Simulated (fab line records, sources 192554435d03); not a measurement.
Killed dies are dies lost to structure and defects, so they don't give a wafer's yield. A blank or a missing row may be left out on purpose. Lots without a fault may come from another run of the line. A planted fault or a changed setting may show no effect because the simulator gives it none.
Split-lot experiment | flow n5_finfet | 7 lots, 39 wafers read, on a route of 1938 steps

THE SPLIT
At N5_BEOL_M6_ALD_77 (deposits TaN, target thk 2 nm, pulse time 2 s, purge time 3 s), the setting ald_cycles was moved away from the recipe's 40 on 9 of the 39 wafers read, by -57.5% to +40.0%. The other wafers ran this setting at the recipe's value.

The reading is taken at the split's own step.

THE READING
TaN_of_BEOL_M6_ALD_77.thk_nm (the simulator's own value, which no gauge read), in nm, at N5_BEOL_M6_ALD_77 (deposits TaN, target thk 2 nm, pulse time 2 s, purge time 3 s). The file gives no usual value for it.

wafer  | tool, chamber at the split | ald_cycles as run | against the recipe | TaN_of_BEOL_M6_ALD_77.thk_nm, nm | against lot-mates on the recipe
L075.1 | ald_metal-02, 1,3,2,0,2,1  | 40                | recipe             | 2                                | -
L075.2 | ald_metal-02, 1,3,2,0,2,1  | 40                | recipe             | 2                                | -
L075.3 | ald_metal-02, 1,3,2,0,2,1  | 40                | recipe             | 2                                | -
L075.4 | ald_metal-02, 1,3,2,0,2,1  | 40                | recipe             | 2                                | -
L075.5 | ald_metal-02, 1,3,2,0,2,1  | 40                | recipe             | 2                                | -
L075.6 | ald_metal-02, 1,3,2,0,2,1  | 40                | recipe             | 2                                | -
L078.1 | ald_metal-02, 3,2,1        | 40                | recipe             | 2                                | -
L078.3 | ald_metal-02, 3,2,1        | 40                | recipe             | 2                                | -
L078.4 | ald_metal-02, 3,2,1        | 40                | recipe             | 2                                | -
L082.1 | ald_metal-03, 1,0,3        | 56                | +40.0%             | 2.8                              | +0.8
L082.3 | ald_metal-03, 1,0,3        | 56                | +40.0%             | 2.8                              | +0.8
L082.4 | ald_metal-03, 1,0,3        | 56                | +40.0%             | 2.8                              | +0.8
L082.2 | ald_metal-03, 2,1,0        | 40                | recipe             | 2                                | -
L082.5 | ald_metal-03, 2,1,0        | 40                | recipe             | 2                                | -
L082.6 | ald_metal-03, 2,1,0        | 40                | recipe             | 2                                | -
L081.1 | ald_metal-02, 1,3,2        | 24                | -40.0%             | 1.2                              | -0.8
L081.3 | ald_metal-02, 1,3,2        | 24                | -40.0%             | 1.2                              | -0.8
L081.4 | ald_metal-02, 1,3,2        | 24                | -40.0%             | 1.2                              | -0.8
L081.2 | ald_metal-02, 0,2,1        | 40                | recipe             | 2                                | -
L081.5 | ald_metal-02, 0,2,1        | 40                | recipe             | 2                                | -
L081.6 | ald_metal-02, 0,2,1        | 40                | recipe             | 2                                | -
L087.1 | ald_metal-01, 2,1,3,0,1,2  | 40                | recipe             | 2                                | -
L087.2 | ald_metal-01, 2,1,3,0,1,2  | 40                | recipe             | 2                                | -
L087.3 | ald_metal-01, 2,1,3,0,1,2  | 40                | recipe             | 2                                | -
L087.4 | ald_metal-01, 2,1,3,0,1,2  | 40                | recipe             | 2                                | -
L087.5 | ald_metal-01, 2,1,3,0,1,2  | 40                | recipe             | 2                                | -
L087.6 | ald_metal-01, 2,1,3,0,1,2  | 40                | recipe             | 2                                | -
L096.1 | ald_metal-02, 2,0,1,0,1,2  | 40                | recipe             | 2                                | -
L096.2 | ald_metal-02, 2,0,1,0,1,2  | 40                | recipe             | 2                                | -
L096.3 | ald_metal-02, 2,0,1,0,1,2  | 40                | recipe             | 2                                | -
L096.4 | ald_metal-02, 2,0,1,0,1,2  | 40                | recipe             | 2                                | -
L096.5 | ald_metal-02, 2,0,1,0,1,2  | 40                | recipe             | 2                                | -
L096.6 | ald_metal-02, 2,0,1,0,1,2  | 40                | recipe             | 2                                | -
L097.1 | ald_metal-02, 0,3,0        | 17                | -57.5%             | 0.8                              | -1.2
L097.3 | ald_metal-02, 0,3,0        | 17                | -57.5%             | 0.8                              | -1.2
L097.5 | ald_metal-02, 0,3,0        | 17                | -57.5%             | 0.8                              | -1.2
L097.2 | ald_metal-02, 2,1,1        | 40                | recipe             | 2                                | -
L097.4 | ald_metal-02, 2,1,1        | 40                | recipe             | 2                                | -
L097.6 | ald_metal-02, 2,1,1        | 40                | recipe             | 2                                | -
Where a row lists several chambers, the file gives one row for several wafers and doesn't say which wafer went through which chamber.

THE FIT
A straight line over all 39 wafers: TaN_of_BEOL_M6_ALD_77.thk_nm changes by +0.0204 nm for each +1% of ald_cycles; r = +1.00; the points scatter about the line by 0.0098 nm.
The same after taking each lot's own level away (the mean of its wafers on the recipe; 39 wafers): +0.0204 nm for each +1%; r = +1.00; scatter 0.0098 nm.
On that fit, the largest move of ald_cycles shifts the reading by 1.2 nm.
The lots' own levels span 2.00 to 2.00 nm.
So the lot-to-lot level changes the slope little: the two slopes agree.
Check: with one of the wafers moved furthest among these (-57.5%) left out of the fit, the line predicts -1.17 nm for it against its lot-mates. It came out at -1.2 nm against them.

OTHER SPLITS ON THESE WAFERS
These wafers also went through other splits before the reading. Each is held against what the fit with the lots' levels taken away leaves over:
other split on the same wafers           | wafers away from the commonest value | r with TaN_of_BEOL_M6_ALD_77.thk_nm (lot level and that fit taken away)
N5_BEOL_M2_TRENCH_ETCH_37 target_depth_a | 9                                    | -0.16

THE FILE'S OWN FIT
TaN_of_BEOL_M6_ALD_77.thk_nm changes by +0.0204 nm for each +1% of ald_cycles, r = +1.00.
